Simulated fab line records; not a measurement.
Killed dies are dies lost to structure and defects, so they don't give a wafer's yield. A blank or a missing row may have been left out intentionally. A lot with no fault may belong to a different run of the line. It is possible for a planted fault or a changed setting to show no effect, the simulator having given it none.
Chamber matching / flow nand harc / NHARC_P_CONTACT_DESCUM_17 on rie diel-02 has 4 sister chambers
The step chemistry O2, time 3 s. 8 wafers are shown with their chamber, then 12 later ones without.

WAFERS WITH THEIR CHAMBER
wafer=L086.1; chamber=1; oes product au (a.u.)=1.005; throttle valve pct (%)=11.311
wafer=L086.6; chamber=0; oes product au (a.u.)=1.007; throttle valve pct (%)=11.309
wafer=L088.3; chamber=2; oes product au (a.u.)=0.997; throttle valve pct (%)=11.320
wafer=L088.4; chamber=3; oes product au (a.u.)=1.014; throttle valve pct (%)=11.300
wafer=L088.5; chamber=3; oes product au (a.u.)=1.010; throttle valve pct (%)=11.308
wafer=L088.1; chamber=0; oes product au (a.u.)=1.001; throttle valve pct (%)=11.303
wafer=L088.2; chamber=1; oes product au (a.u.)=0.994; throttle valve pct (%)=11.305
wafer=L088.6; chamber=2; oes product au (a.u.)=0.996; throttle valve pct (%)=11.318

WAFERS WITHOUT THEIR CHAMBER
wafer=L090.1; oes product au (a.u.)=0.994; throttle valve pct (%)=11.297
wafer=L090.2; oes product au (a.u.)=0.993; throttle valve pct (%)=11.306
wafer=L090.5; oes product au (a.u.)=0.985; throttle valve pct (%)=11.319
wafer=L090.3; oes product au (a.u.)=0.999; throttle valve pct (%)=11.323
wafer=L090.4; oes product au (a.u.)=1.002; throttle valve pct (%)=11.311
wafer=L090.6; oes product au (a.u.)=0.993; throttle valve pct (%)=11.314
wafer=L094.1; oes product au (a.u.)=1.002; throttle valve pct (%)=11.312
wafer=L094.2; oes product au (a.u.)=1.007; throttle valve pct (%)=11.309
wafer=L094.6; oes product au (a.u.)=1.004; throttle valve pct (%)=11.312
wafer=L095.2; oes product au (a.u.)=1.012; throttle valve pct (%)=11.315
wafer=L095.3; oes product au (a.u.)=1.006; throttle valve pct (%)=11.294
wafer=L095.6; oes product au (a.u.)=1.021; throttle valve pct (%)=11.315

WHICH CHAMBER EACH WENT THROUGH
wafer=L090.1; from the rows above=can't be placed: 1 or 0 or 3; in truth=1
wafer=L090.2; from the rows above=can't be placed: 1 or 0 or 2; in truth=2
wafer=L090.5; from the rows above=can't be placed: 2 or 1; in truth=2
wafer=L090.3; from the rows above=2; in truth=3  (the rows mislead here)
wafer=L090.4; from the rows above=can't be placed: 1 or 0 or 2 or 3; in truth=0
wafer=L090.6; from the rows above=can't be placed: 2 or 1 or 0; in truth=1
wafer=L094.1; from the rows above=can't be placed: 1 or 0 or 2 or 3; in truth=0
wafer=L094.2; from the rows above=can't be placed: 0 or 3 or 1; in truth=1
wafer=L094.6; from the rows above=can't be placed: 1 or 0 or 2 or 3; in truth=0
wafer=L095.2; from the rows above=can't be placed: 3 or 0 or 1 or 2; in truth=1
wafer=L095.3; from the rows above=can't be placed: 3 or 0 or 1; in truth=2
wafer=L095.6; from the rows above=can't be placed: 3 or 0 or 1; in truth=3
Correctly placed: 0 of 12. Unplaceable from these rows: 11, with the true chamber sitting among the candidates in 10. 1 placed wrongly.
How it was worked out, from the rows above alone: a wafer's distance from a chamber is the root of the sum, over the readings, of the square of ((its reading less the chamber's mean) divided by the reading's scatter). The wafer belongs to the nearest chamber; if the next one is less than 2 further off, it can't be placed. The mean given for a chamber averages the wafers shown for that chamber. How the scatter is found: for the shown wafers, subtract from each reading the mean of its chamber, square and add these, divide the total by (wafers less chambers), then take the root.
